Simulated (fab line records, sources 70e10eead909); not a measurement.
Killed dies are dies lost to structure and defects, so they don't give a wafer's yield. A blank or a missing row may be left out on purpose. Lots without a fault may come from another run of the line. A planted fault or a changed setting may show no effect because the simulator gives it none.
Chamber matching | flow nand_harc | NHARC_A_BONDPAD_DESCUM_11 on rie_diel-07: 4 sister chambers
The step chemistry O2, time 3 s. 16 wafers are shown with their chamber, then 8 later ones without.

WAFERS WITH THEIR CHAMBER
wafer  | chamber | drypump_motor_current_A (A) | oes_product_au (a.u.) | rf_vpp_V (V)
L782.1 | 0       | 5.1                         | 0.989                 | 58.4
L782.2 | 1       | 5.4                         | 1.013                 | 56.2
L782.3 | 3       | 5.0                         | 1.002                 | 58.6
L781.3 | 0       | 5.0                         | 1.002                 | 56.0
L781.5 | 3       | 5.0                         | 0.989                 | 58.7
L781.6 | 2       | 6.5                         | 0.983                 | 59.0
L780.1 | 0       | 5.0                         | 0.993                 | 57.6
L780.2 | 3       | 5.1                         | 1.010                 | 59.0
L780.5 | 3       | 5.1                         | 0.999                 | 58.0
L783.2 | 3       | 5.1                         | 0.991                 | 58.1
L783.3 | 2       | 6.5                         | 0.992                 | 56.2
L783.6 | 0       | 5.1                         | 0.999                 | 57.3
L785.3 | 0       | 5.1                         | 1.005                 | 57.2
L785.4 | 3       | 5.0                         | 1.008                 | 59.2
L785.5 | 2       | 6.5                         | 0.997                 | 58.7
L787.1 | 0       | 5.0                         | 0.997                 | 56.7

SIGNATURES (means of the wafers above)
reading                 | chamber 0 | chamber 1 | chamber 2 | chamber 3 | scatter within a chamber
drypump_motor_current_A | 5.050     | 5.400     | 6.500     | 5.050     | 0.05
oes_product_au          | 0.99750   | 1.01300   | 0.99067   | 0.99983   | 0.00732
rf_vpp_V                | 57.200    | 56.200    | 57.967    | 58.600    | 0.874
Rule: a wafer's distance from a chamber is the root of the sum, over the readings, of the square of ((its reading less the chamber's mean) divided by the reading's scatter). The wafer belongs to the nearest chamber; if the next one is less than 2 further off, it can't be placed. The scatter: the root of (the sum of the squares of (reading less its chamber's mean) over the shown wafers, divided by (wafers less chambers)).

WAFERS WITHOUT THEIR CHAMBER
wafer  | drypump_motor_current_A (A) | oes_product_au (a.u.) | rf_vpp_V (V)
L787.3 | 5.0                         | 1.006                 | 58.8
L787.4 | 5.3                         | 1.007                 | 58.8
L789.1 | 6.5                         | 1.005                 | 57.0
L789.5 | 5.1                         | 0.984                 | 58.1
L789.6 | 5.0                         | 1.005                 | 59.2
L790.1 | 5.4                         | 1.005                 | 58.3
L790.3 | 6.5                         | 1.000                 | 57.3
L790.6 | 5.3                         | 1.022                 | 58.7

WHICH CHAMBER EACH WENT THROUGH
wafer  | from the rows above          | in truth
L787.3 | can't be placed: 3 or 0      | 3
L787.4 | can't be placed: 1 or 3 or 0 | 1
L789.1 | 2                            | 2
L789.5 | can't be placed: 0 or 3      | 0
L789.6 | can't be placed: 3 or 0      | 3
L790.1 | 1                            | 1
L790.3 | 2                            | 2
L790.6 | 1                            | 1
Placed correctly: 4 of 8. Can't be placed from these rows: 4 (the true chamber is among the candidates in 4). Placed wrongly: 0.
